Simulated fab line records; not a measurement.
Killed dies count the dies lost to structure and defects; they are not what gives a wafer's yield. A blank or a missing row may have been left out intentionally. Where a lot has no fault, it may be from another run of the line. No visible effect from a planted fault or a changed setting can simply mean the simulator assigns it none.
A lot that was struck, set against a sound lot    flow n5_finfet    39 out of 1938 route steps
Sound: these wafers, L553.1, L553.3, L553.4. Struck: wafer L573.2. (L573.5 of the same lot was not struck and is left out.) The cause comes at the end.
Each step with rows lists, per side, the tool, then ch with its chambers, then its first start. Under that, the readings that differ: sound wafers    struck wafers    difference of the means    sigmas: that difference in standard deviations of wafers without a fault.
alike: readings whose means differ by less than 2 such deviations, and words and numbers that are the same on both sides. not compared: withheld readings, readings that some wafer has no value for, bounds like >300 that may hide the same value, and numbers for which the record gives no deviation and whose values overlap.
A row with sigmas, a row that says differs or no value, or rows on one side alone: a step with any of these is where the two part. Numbers that don't overlap but have no deviation are shown without sigmas and don't part them. A reading missing from all wafers of one side parts the sides only when that side holds two or more wafers.

first, 9 steps without rows for these wafers: N5_FIN_CUT_COAT_02 (resist thk 30 nm); N5_FIN_CUT_EBR_04; N5_FIN_CUT_SOFTBAKE_03 (time 60 s); N5_FIN_CUT_EXPOSE_05 (exposes mask FIN CUT); N5_FIN_CUT_PEB_06 (peb time 60 s); N5_FIN_CUT_DEVELOP_07 (develop time 30 s); N5_FIN_CUT_DESCUM_13 (chemistry O2, time 7 s); N5_FIN_CUT_ETCH_30 (etches underlayer in N2/H2, target depth 13 nm, time 10.4 s); N5_FIN_CUT_ETCH_20 (etches SiARC in CF4, target depth 26 nm, time 43.3 s).
N5_FIN_CUT_ETCH_21: etches SOC in N2/H2, target depth 219 nm, overetch 43.8 nm, time 523.5 s.
  sound on rie_diel-03 ch 0,1,2, day 2 15:07; struck on rie_diel-01 ch 2, day 7 15:11
reading                                     sound              struck  difference  sigmas
rf_hours_counter_h (h)                      195 239 206        82      -131        
model.etch.depth_nm (nm)                    231.6 231.7 231.3  228     -4          
model.SiARC_of_FIN_CUT_COAT_19.thk_nm (nm)  12 12.4 12         13      +1          
model.FIN_CUT.cd_offset_nm (nm)             0.6 0.4 0.6        -0.6    -1.1        
  alike: bias_w, drypump_motor_current_A, oes_product_au, rf_vpp_V, showerhead_plenum_p_Torr, throttle_valve_pct
then, 7 steps without rows for these wafers: N5_FIN_CUT_STRIP_23 (strips in N2/H2); N5_FIN_CUT_STRIP_31 (strips in N2/H2); N5_FIN_CUT_STRIP_24 (strips in CF4); N5_FIN_CUT_CUT_ETCH_26 (etches SiNx in CH3F/O2, target depth 39 nm, time 55.7 s); N5_FIN_CUT_CUT_ETCH_27 (etches SiO2 in CHF3/O2, target depth 4 nm, overetch 2 nm, time 4.9 s); N5_FIN_CUT_PRECLEAN_35 (cleans in vHF, time 13.3 s); N5_FIN_CUT_CUT_ETCH_15 (etches Si in HBr/Cl2/O2, target depth 100 nm, bt time 10 s, time 42.4 s).
N5_FIN_CUT_CUT_ETCH_28: etches Si in HBr/Cl2/O2, target depth 6 nm, time 2.4 s.
  sound on rie_si-03 ch 1,2,3, day 2 15:44; struck on rie_si-05 ch 1, day 7 15:47
reading                          sound        struck  difference  sigmas
model.FIN_CUT.cd_offset_nm (nm)  0.4 0.2 0.4  -0.8    -1.1        
  alike: drypump_motor_current_A, oes_product_au, throttle_valve_pct
  not compared: bias_w, rf_hours_counter_h
then, 19 steps without rows for these wafers: N5_FIN_CUT_STRIP_22 (strips in N2/H2); N5_FIN_CUT_PRECLEAN_36 (cleans in O3/DIW, time 60 s); N5_FIN_CUT_SRD_32 (time 30 s); N5_FIN_CUT_UV_OZONE_34 (time 120 s); N5_STI_FIN_REVEAL_ALD_00 (deposits SiO2, target thk 1 nm, pulse time 1 s); N5_STI_FIN_REVEAL_ALD_14 (deposits Si3N4, target thk 3 nm); N5_STI_FIN_REVEAL_FCVD_FILL_01 (material SiO2 flowable, target thk 312 nm, time 512.2 s); N5_STI_FIN_REVEAL_DENSIFY_02 (time 1800 s); N5_STI_FIN_REVEAL_CMP_04 (polishes, stops on Si3N4, t overpolish 4 s, target thk 131.83 nm); N5_STI_FIN_REVEAL_DENSIFY_30; N5_STI_FIN_REVEAL_ETCHBACK_08 (etches SiO2 in C4F6/O2, target depth 30.5 nm, time 10.167 s); N5_STI_FIN_REVEAL_STRIP_24 (strips in N2/H2, time 90 s); N5_STI_FIN_REVEAL_PRECLEAN_25 (cleans in SPM, time 90 s); N5_STI_FIN_REVEAL_PRECLEAN_26 (cleans in SC1, time 45 s); N5_STI_FIN_REVEAL_PRECLEAN_29 (cleans in DHF, time 30 s); N5_STI_FIN_REVEAL_SRD_12 (time 30 s); N5_STI_FIN_REVEAL_RECESS_09 (chemistry HF/NH3, target SiO2, afs cycles 11, target depth 42.5 nm, sublimation time 60 s); N5_STI_FIN_REVEAL_STRIP_16 (strips SiNx in H3PO4, target depth 23.8 nm); N5_STI_FIN_REVEAL_PRECLEAN_17 (cleans in NF3:NH3, afs cycles 1, time 20 s, sublimation time 60 s).
-- the record jumps here: 7 days lie between the struck wafers' starts before and after (it left off in module STI_FIN_REVEAL and takes up again in module BEOL_M4, whose first step shown is number 1111 of the route) --
N5_BEOL_M4_RC_MEAS_101:
  sound on prober-01 ch 0, day 8 02:11; struck on prober-02 ch 0, day 14 08:44
reading        sound           struck  difference  sigmas
SS_N (mV/dec)  70.9 71.0 71.4  69.8    -1.3        -2
  alike: DIBL_N, DIBL_P, IOFF_N, IOFF_P, ION_N, ION_P, SS_P, VT_N, VT_P
-- record jumps: 5 days separate the struck wafers' starts on either side; left off in module BEOL_M4, taken up again in module PASSIVATION, whose first shown step is the route's number 1936 --
N5_PASSIVATION_PROBE_49:
  sound: prober-02 at day 12 18:04; struck: prober-02 at day 19 06:20
reading                   sound           struck  difference  sigmas
defect_limited_yield (%)  92.7 91.7 94.2  57.8    -35.1       -21
killed_at_front_end       30 36 29        440     +408        +31
killed_dies               86 98 68        498     +414        +21
killed_on_rim             15 15 7         73      +61         +14
sort_bin_5_function (%)   4.4 4.4 3.1     39.7    +35.7       +32
sort_n_pass               1094 1082 1112  682     -414        -21
sort_yield_pct (%)        92.7 91.7 94.2  57.8    -35.1       -21
  alike: killed_at_M0_to_M3, killed_at_M4_up, killed_at_contacts, killed_at_other, killed_open, killed_short, sort_bin_6_memory

== WHERE THEY PART ==
At N5_BEOL_M4_RC_MEAS_101 first; at N5_PASSIVATION_PROBE_49 last (within this record only).

WHY: what had been put in by the simulator
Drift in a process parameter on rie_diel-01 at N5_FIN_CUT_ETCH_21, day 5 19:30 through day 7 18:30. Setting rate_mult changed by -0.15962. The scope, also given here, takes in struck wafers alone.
